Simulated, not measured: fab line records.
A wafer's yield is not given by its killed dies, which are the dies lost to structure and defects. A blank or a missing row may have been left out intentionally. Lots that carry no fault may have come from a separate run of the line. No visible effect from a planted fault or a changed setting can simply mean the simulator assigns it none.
Matching of chambers | flow n5Finfet | N5_BEOL_M4_ETCH_63 on rieDiel-04: 4 sister chambers
The step etches SiARC in CF4, target depth 15.6 nm, time 26 s. 16 wafers are shown with their chamber, then 8 later ones without.

== WAFERS PAIRED WITH THEIR CHAMBERS ==
wafer  | chamber | drypumpMotorCurrentA (A) | oesProductAu (a.u.) | showerheadPlenumPTorr (Torr)
L076.4 | 0       | 5.5                      | 0.79                | 2.18
L076.5 | 1       | 4.7                      | 0.58                | 2.12
L076.6 | 0       | 5.5                      | 0.78                | 2.18
L079.4 | 0       | 5.5                      | 0.78                | 2.18
L079.5 | 0       | 5.5                      | 0.77                | 2.18
L079.6 | 1       | 4.7                      | 0.59                | 2.12
L080.1 | 3       | 5.4                      | 0.69                | 2.16
L080.3 | 0       | 5.5                      | 0.77                | 2.18
L080.4 | 2       | 5.7                      | 0.77                | 2.18
L085.1 | 2       | 5.6                      | 0.76                | 2.18
L085.2 | 1       | 4.8                      | 0.58                | 2.11
L085.4 | 0       | 5.5                      | 0.76                | 2.18
L087.3 | 2       | 5.6                      | 0.75                | 2.17
L087.5 | 3       | 5.4                      | 0.68                | 2.16
L087.6 | 0       | 5.5                      | 0.74                | 2.17
L089.1 | 2       | 5.7                      | 0.74                | 2.17

SIGNATURES (means of the wafers above)
reading               | chamber 0 | chamber 1 | chamber 2 | chamber 3 | scatter within a chamber
drypumpMotorCurrentA  | 5.500     | 4.733     | 5.650     | 5.400     | 0.0373
oesProductAu          | 0.7700    | 0.5833    | 0.7550    | 0.6850    | 0.0136
showerheadPlenumPTorr | 2.1786    | 2.1167    | 2.1750    | 2.1600    | 0.00459
Rule: for a wafer and a chamber, the distance is found by dividing, reading by reading, the gap between the wafer's reading and the chamber's mean by the reading's scatter, squaring, summing and taking the root. The wafer belongs to the nearest chamber; if the next one is less than 2 further off, it can't be placed. The scatter is the square root of a quotient: the sum, over the shown wafers, of each reading's squared deviation from its chamber's mean, divided by wafers minus chambers.

== WAFERS MISSING THEIR CHAMBER ==
wafer  | drypumpMotorCurrentA (A) | oesProductAu (a.u.) | showerheadPlenumPTorr (Torr)
L089.4 | 5.5                      | 0.73                | 2.17
L089.6 | 5.4                      | 0.68                | 2.15
L091.3 | 5.5                      | 0.74                | 2.17
L091.4 | 5.4                      | 0.67                | 2.15
L091.6 | 5.6                      | 0.74                | 2.17
L095.2 | 5.4                      | 0.66                | 2.15
L095.3 | 4.7                      | 0.80                | 2.11
L095.6 | 5.4                      | 0.67                | 2.15

== EACH ONE'S CHAMBER ==
wafer  | from the rows above          | in truth
L089.4 | can't be placed: 0 or 2 or 3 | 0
L089.6 | 3                            | 3
L091.3 | can't be placed: 0 or 2      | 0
L091.4 | 3                            | 3
L091.6 | can't be placed: 2 or 0      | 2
L095.2 | 3                            | 3
L095.3 | 1                            | 1
L095.6 | 3                            | 3
5 of 8 placed correctly. These rows do not allow placing 3 (true chamber among the candidates in 3). Wrongly placed: 0.
